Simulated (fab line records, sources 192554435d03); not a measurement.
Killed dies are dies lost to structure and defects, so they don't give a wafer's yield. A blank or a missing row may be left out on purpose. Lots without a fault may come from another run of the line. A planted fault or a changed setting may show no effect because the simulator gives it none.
Chamber matching | flow n5_finfet | N5_BEOL_M7_CURE_75 on uv_cure-01: 3 sister chambers
The step cures SiCOH lowk, time 120 s. 3 wafers are shown with their chamber, then 7 later ones without.

WAFERS WITH THEIR CHAMBER
wafer  | chamber | lamp_power_pct (%)
L075.5 | 1       | 52.28
L091.6 | 2       | 52.35
L092.2 | 0       | 52.36

WAFERS WITHOUT THEIR CHAMBER
wafer  | lamp_power_pct (%)
L092.4 | 52.30
L095.2 | 52.44
L095.4 | 52.28
L095.5 | 52.19
L096.1 | 52.37
L096.4 | 52.38
L096.5 | 52.36

WHICH CHAMBER EACH WENT THROUGH
wafer  | from the rows above          | in truth
L092.4 | can't be placed: 1 or 2 or 0 | 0
L095.2 | can't be placed: 0 or 2 or 1 | 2
L095.4 | can't be placed: 1 or 2 or 0 | 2
L095.5 | can't be placed: 1 or 2 or 0 | 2
L096.1 | can't be placed: 0 or 2 or 1 | 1
L096.4 | can't be placed: 0 or 2 or 1 | 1
L096.5 | can't be placed: 0 or 2 or 1 | 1
Placed correctly: 0 of 7. Can't be placed from these rows: 7 (the true chamber is among the candidates in 7). Placed wrongly: 0.
How it was worked out, from the rows above alone: a wafer's distance from a chamber is the root of the sum, over the readings, of the square of ((its reading less the chamber's mean) divided by the reading's scatter). The wafer belongs to the nearest chamber; if the next one is less than 2 further off, it can't be placed. A chamber's mean is the mean of its shown wafers. The scatter: with one shown wafer a chamber, the root of the mean of the squares of how far each hidden wafer lies from its nearest shown one.
